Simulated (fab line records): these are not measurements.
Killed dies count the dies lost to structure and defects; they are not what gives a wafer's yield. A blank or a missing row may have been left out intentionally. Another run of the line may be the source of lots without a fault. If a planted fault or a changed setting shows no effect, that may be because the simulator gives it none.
Split-lot study	flow n5 finfet	on a route of 1938 steps: 7 lots, 39 wafers read

== ON THE SPLIT ==
At N5_FIN_SAQP_ETCH_34 (etches SiO2 in C4F6/O2, target depth 45 nm, time 15 s), the setting source w was moved away from the recipe's 345 W on 9 of the 39 wafers read, by +8.0% to +14.8%. This setting was run at the recipe's value on the other wafers.

Reading taken at the split's own step.

== THE READING ==
rf vpp V, in V, at N5_FIN_SAQP_ETCH_34 (etches SiO2 in C4F6/O2, target depth 45 nm, time 15 s). Typical for fault-free wafers on this fab line: 673 V, with standard deviation 12 V.

wafer	tool, chamber at the split	source w as run, W	against the recipe	rf vpp V, V	against lot-mates on the recipe
L077.1	rie diel-01, 1	345	recipe	671	-
L077.2	rie diel-01, 0	345	recipe	654	-
L077.3	rie diel-01, 3	345	recipe	666	-
L077.4	rie diel-01, 2	345	recipe	664	-
L077.5	rie diel-01, 2	345	recipe	665	-
L077.6	rie diel-01, 3	345	recipe	665	-
L079.1	rie diel-03, 2	372.7	+8.0%	646	-20
L079.2	rie diel-03, 3	345	recipe	664	-
L079.3	rie diel-03, 1	372.7	+8.0%	646	-20
L079.4	rie diel-03, 0	345	recipe	668	-
L079.5	rie diel-03, 3	372.7	+8.0%	638	-28
L079.6	rie diel-03, 0	345	recipe	667	-
L083.1	rie diel-04, 3	345	recipe	689	-
L083.3	rie diel-04, 0	345	recipe	662	-
L083.5	rie diel-04, 0	345	recipe	661	-
L087.1	rie diel-01, 3	345	recipe	665	-
L087.2	rie diel-01, 2	345	recipe	664	-
L087.3	rie diel-01, 1	345	recipe	673	-
L087.4	rie diel-01, 3	345	recipe	664	-
L087.5	rie diel-01, 1	345	recipe	673	-
L087.6	rie diel-01, 2	345	recipe	664	-
L089.1	rie diel-03, 1	345	recipe	670	-
L089.2	rie diel-03, 0	345	recipe	665	-
L089.3	rie diel-03, 2	345	recipe	673	-
L089.4	rie diel-03, 3	345	recipe	663	-
L089.5	rie diel-03, 0	345	recipe	665	-
L089.6	rie diel-03, 1	345	recipe	670	-
L092.1	rie diel-01, 2	374.1	+8.4%	636	-27
L092.2	rie diel-01, 1	345	recipe	672	-
L092.3	rie diel-01, 0	374.1	+8.4%	625	-38
L092.4	rie diel-01, 3	345	recipe	665	-
L092.5	rie diel-01, 0	345	recipe	653	-
L092.6	rie diel-01, 3	374.1	+8.4%	638	-25
L095.1	rie diel-03, 3	396.1	+14.8%	618	-50
L095.2	rie diel-03, 0	345	recipe	666	-
L095.3	rie diel-03, 2	345	recipe	671	-
L095.4	rie diel-03, 1	396.1	+14.8%	623	-45
L095.5	rie diel-03, 0	345	recipe	666	-
L095.6	rie diel-03, 1	396.1	+14.8%	624	-44

THE FIT
A straight line over all 39 wafers: rf vpp V changes by -3.18 V for each +1% of source w; r = -0.92; the points scatter about the line by 6.4 V.
The same after taking each lot's own level away (the mean of its wafers on the recipe; 39 wafers): -3.16 V for each +1%; r = -0.93; scatter 5.9 V.
According to that fit, moving source w by its largest amount changes the reading by 47 V.
Measured against the standard deviation above, the lots' own levels, which go from 663.3 to 670.7 V, span 0.6 times it.
Consequently the slope shifts little with the lot-to-lot level, the two slopes agreeing.
Check: with one of the wafers moved furthest among these (+14.8%) left out of the fit, the line predicts -46 V for it against its lot-mates. Against them it came out at -49.7 V.
Tool readings at the split's step, against how far the setting was moved: rf vpp V r = -0.92.

== THESE WAFERS: OTHER SPLITS ==
Other splits were also applied to these wafers ahead of the reading. Each is held against what the fit with the lots' levels taken away leaves over:
other split on the same wafers	wafers away from the commonest value	r with rf vpp V (lot level and that fit taken away)
N5_PMOS_HMC_CHANNEL_EPI_EPI_20 pressure torr	18	+0.06

== FILE'S OWN FIT ==
rf vpp V changes by -3.14 V for each +1% of source w, r = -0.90.
